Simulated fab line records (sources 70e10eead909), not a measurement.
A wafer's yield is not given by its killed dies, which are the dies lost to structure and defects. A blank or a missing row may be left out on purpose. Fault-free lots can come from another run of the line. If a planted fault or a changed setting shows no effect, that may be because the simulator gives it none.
A struck lot beside a sound one + flow nandHarc + 30 out of 1159 route steps
Sound: the wafers L630.2, L630.4, L630.6. Struck: wafers L647.2, L647.6. Last of all comes the cause.
For every step that has rows: the tool of each side, followed by ch and its chambers, followed by its first start. Under that, the readings that differ: sound wafers + struck wafers + difference of the means + sigmas: that difference in standard deviations of wafers without a fault.
alike: readings whose means differ by less than 2 such deviations, and words and numbers that are the same on both sides. not compared: withheld readings, readings that some wafer has no value for, bounds like >300 that may hide the same value, and numbers for which the record gives no deviation and whose values overlap.
Wherever a step has rows on one side only, a row that says differs or no value, or a row with sigmas, the two part there. When numbers do not overlap yet have no deviation, they are printed without sigmas and do not part them. Lack of a reading on every wafer of one side parts them only where that side has two or more wafers.

first, 1 step without rows for these wafers: NHARC_A_CHANNEL_HOLE_D1_DEVELOP_09 (develop time 35 s).
NHARC_A_CHANNEL_HOLE_D1_CD_MEAS_10: the cd target is 100 nm.
  sound on cdSem-01 ch 0, day 8 20:20; struck on cdSem-02 ch 0, day 12 20:48
  alike: cdNm
NHARC_A_CHANNEL_HOLE_D1_OVL_MEAS_11:
  sound on overlay-02, day 8 20:26; struck on overlay-01, day 12 20:53
| reading         | sound         | struck  | difference | sigmas |
|-----------------|---------------|---------|------------|--------|
| overlayXNm (nm) | -0.8 0.1 -0.5 | 2.6 1.9 | +2.6       | +3     |
  alike: overlayYNm
NHARC_A_CHANNEL_HOLE_D1_INSPECT_12:
  sound on defectInspect-02, day 8 20:28; struck on defectInspect-01, day 12 20:55
  alike: rawDefectCount
then, 2 steps without rows for these wafers: NHARC_A_CHANNEL_HOLE_D1_DESCUM_15 (chemistry O2, time 3 s); NHARC_A_CHANNEL_HOLE_D1_ETCH_38 (etches the open film in CF4, target depth 39 nm, time 65 s).
NHARC_A_CHANNEL_HOLE_D1_ETCH_39: etches the open film in N2/H2, target depth 260 nm, time 325 s.
  sound: rieDiel-12 ch 0,2,3; struck: rieDiel-12 ch 2
  alike: drypumpMotorCurrentA, h2FlowSccm, n2FlowSccm, oesProductAu, rfVppV, showerheadPlenumPTorr, throttleValvePct
  not compared: rfHoursCounterH
then, 2 steps without rows for these wafers: NHARC_A_CHANNEL_HOLE_D1_ETCH_34 (etches the open film in CF4/CHF3, target depth 154 nm, time 77 s); NHARC_A_CHANNEL_HOLE_D1_ETCH_16 (etches the open film in O2/COS, target depth 3100 nm, time 806 s).
NHARC_A_CHANNEL_HOLE_D1_CD_MEAS_18:
  sound on cdSem-02, day 8 21:38; struck on cdSem-01, day 12 22:05
  alike: cdNm
then, 2 steps without rows for these wafers: NHARC_A_CHANNEL_HOLE_D1_ETCH_19 (etches the open film in C4F8/O2/Ar, time 34.5 s); NHARC_A_CHANNEL_HOLE_D1_ETCH_20 (etches the open film in C4F8/O2/Ar, time 361.9 s, target depth 1600 nm).
NHARC_A_CHANNEL_HOLE_D1_ETCH_21: etches the open film in C4F8/O2/Ar, time 514.3 s, target depth 1600 nm.
  sound on harEtch-02 ch 0,1, day 8 22:12; struck on harEtch-01 ch 0, day 12 22:35
| reading                      | sound          | struck    | difference | sigmas |
|------------------------------|----------------|-----------|------------|--------|
| showerheadPlenumPTorr (Torr) | 3.87 3.87 3.87 | 3.58 3.58 | -0.29      | -3     |
  alike: drypumpMotorCurrentA, throttleValvePct
  not compared: rfHoursCounterH
then, 2 steps without rows for these wafers: NHARC_A_CHANNEL_HOLE_D1_ETCH_22 (etches the open film in C4F8/O2/Ar, time 666.7 s, target depth 1600 nm); NHARC_A_CHANNEL_HOLE_D1_ETCH_23 (etches the open film in C4F8/O2/Ar, time 819 s, target depth 1600 nm).
NHARC_A_CHANNEL_HOLE_D1_ETCH_24: etches the open film in C4F8/O2/Ar, time 906.2 s, target depth 1500 nm.
  sound on harEtch-02 ch 0,1, day 8 23:58; struck on harEtch-01 ch 0, day 13 00:18
| reading                      | sound          | struck    | difference | sigmas |
|------------------------------|----------------|-----------|------------|--------|
| showerheadPlenumPTorr (Torr) | 3.87 3.87 3.87 | 3.58 3.58 | -0.29      | -3     |
  alike: drypumpMotorCurrentA, throttleValvePct
  not compared: rfHoursCounterH
NHARC_A_CHANNEL_HOLE_D1_ETCH_25: etches the open film in C4F8/O2/Ar, time 1040.2 s, target depth 1500 nm.
  sound on harEtch-02 ch 0,1, day 9 00:45; struck on harEtch-01 ch 0, day 13 01:04
| reading                      | sound          | struck    | difference | sigmas |
|------------------------------|----------------|-----------|------------|--------|
| showerheadPlenumPTorr (Torr) | 3.87 3.87 3.87 | 3.57 3.57 | -0.30      | -3     |
  alike: drypumpMotorCurrentA, throttleValvePct
  not compared: rfHoursCounterH
then, 1 step without rows for these wafers: NHARC_A_CHANNEL_HOLE_D1_ETCH_26 (etches the open film in C4F8/O2/Ar, time 224.1 s, target depth 300 nm).
NHARC_A_CHANNEL_HOLE_D1_ETCH_33: etches the open film in C4F8/O2/Ar, time 90 s, target depth 400 nm.
  sound on harEtch-02 ch 0,1, day 9 01:43; struck on harEtch-01 ch 0, day 13 02:08
| reading                      | sound          | struck    | difference | sigmas |
|------------------------------|----------------|-----------|------------|--------|
| showerheadPlenumPTorr (Torr) | 3.92 3.92 3.92 | 3.61 3.61 | -0.31      | -3     |
  alike: drypumpMotorCurrentA, throttleValvePct
  not compared: rfHoursCounterH
then, 3 steps without rows for these wafers: NHARC_A_CHANNEL_HOLE_D1_STRIP_41 (strips in N2/H2); NHARC_A_CHANNEL_HOLE_D1_STRIP_42 (strips in CF4/CHF3); NHARC_A_CHANNEL_HOLE_D1_STRIP_43 (strips in O2/COS).
NHARC_A_CHANNEL_HOLE_D1_ETCH_44: etches the open film in CF4/O2, target depth 140 nm, overetch 14 nm, time 77 s.
  sound on rieDiel-12 ch 1,2,3, day 9 02:26; struck on rieDiel-12 ch 1,3, day 13 02:54
  alike: drypumpMotorCurrentA, oes_o_777_au, oesProductAu, rfVppV, showerheadPlenumPTorr, throttleValvePct
  not compared: rfHoursCounterH
then, 3 steps without rows for these wafers: NHARC_A_CHANNEL_HOLE_D1_STRIP_27 (strips in O2); NHARC_A_CHANNEL_HOLE_D1_PRECLEAN_28 (cleans in SC1); NHARC_A_CHANNEL_HOLE_D1_SRD_29.
NHARC_A_CHANNEL_HOLE_D1_CD_MEAS_30:
  sound on cdSem-02, day 9 03:13; struck on cdSem-02, day 13 03:41
  alike: cdNm
following that, these wafers have no rows for 1 step: NHARC_A_CHANNEL_HOLE_D1_XSEM_31.
NHARC_A_CHANNEL_HOLE_D1_INSPECT_40:
  sound on defectInspect-01, day 9 03:25; struck on defectInspect-02, day 13 04:02
| reading        | sound    | struck  | difference | sigmas |
|----------------|----------|---------|------------|--------|
| rawDefectCount | 38 81 57 | 600 652 | +567       | +38    |
  not compared: hold
-- jump in the record: it breaks off in module A_CHANNEL_HOLE_D1 and resumes in module END (first step shown: number 1159 of the route), and 12 days separate the struck wafers' starts before and after --
NHARC_END_SORT_01:
  here the record holds rows for the struck wafers (prober-01 ch 0, day 25 04:07) but none for the sound ones

== WHERE THEY PART ==
Last at NHARC_END_SORT_01 as far as this record goes, first at NHARC_A_CHANNEL_HOLE_D1_OVL_MEAS_11.

WHY: what had been put in by the simulator
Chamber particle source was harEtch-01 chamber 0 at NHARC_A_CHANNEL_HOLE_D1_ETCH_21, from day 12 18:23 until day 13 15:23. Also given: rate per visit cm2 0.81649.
